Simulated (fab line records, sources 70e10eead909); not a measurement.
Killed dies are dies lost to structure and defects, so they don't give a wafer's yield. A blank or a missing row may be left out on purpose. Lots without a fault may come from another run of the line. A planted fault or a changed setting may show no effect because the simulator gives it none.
Chamber matching | flow nand_harc | NHARC_A_CONTACT_ETCH_110 on rie_diel-05: 4 sister chambers
The step etches the open film in CF4/O2, target depth 60 nm, overetch 6 nm, time 33 s. 4 wafers are shown with their chamber, then 7 later ones without.

WAFERS WITH THEIR CHAMBER
wafer  | chamber | drypump_motor_current_A (A)
L079.1 | 1       | 4.7
L079.2 | 0       | 4.7
L094.1 | 2       | 5.9
L094.2 | 3       | 5.8

WAFERS WITHOUT THEIR CHAMBER
wafer  | drypump_motor_current_A (A)
L094.6 | 4.7
L095.2 | 5.8
L095.5 | 4.7
L095.6 | 5.9
L097.3 | 5.7
L097.4 | 4.7
L097.6 | 4.6

WHICH CHAMBER EACH WENT THROUGH
wafer  | from the rows above     | in truth
L094.6 | can't be placed: 0 or 1 | 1
L095.2 | can't be placed: 3 or 2 | 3
L095.5 | can't be placed: 0 or 1 | 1
L095.6 | can't be placed: 2 or 3 | 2
L097.3 | can't be placed: 3 or 2 | 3
L097.4 | can't be placed: 0 or 1 | 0
L097.6 | can't be placed: 0 or 1 | 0
Placed correctly: 0 of 7. Can't be placed from these rows: 7 (the true chamber is among the candidates in 7). Placed wrongly: 0.
How it was worked out, from the rows above alone: a wafer's distance from a chamber is the root of the sum, over the readings, of the square of ((its reading less the chamber's mean) divided by the reading's scatter). The wafer belongs to the nearest chamber; if the next one is less than 2 further off, it can't be placed. A chamber's mean is the mean of its shown wafers. The scatter: with one shown wafer a chamber, the root of the mean of the squares of how far each hidden wafer lies from its nearest shown one.
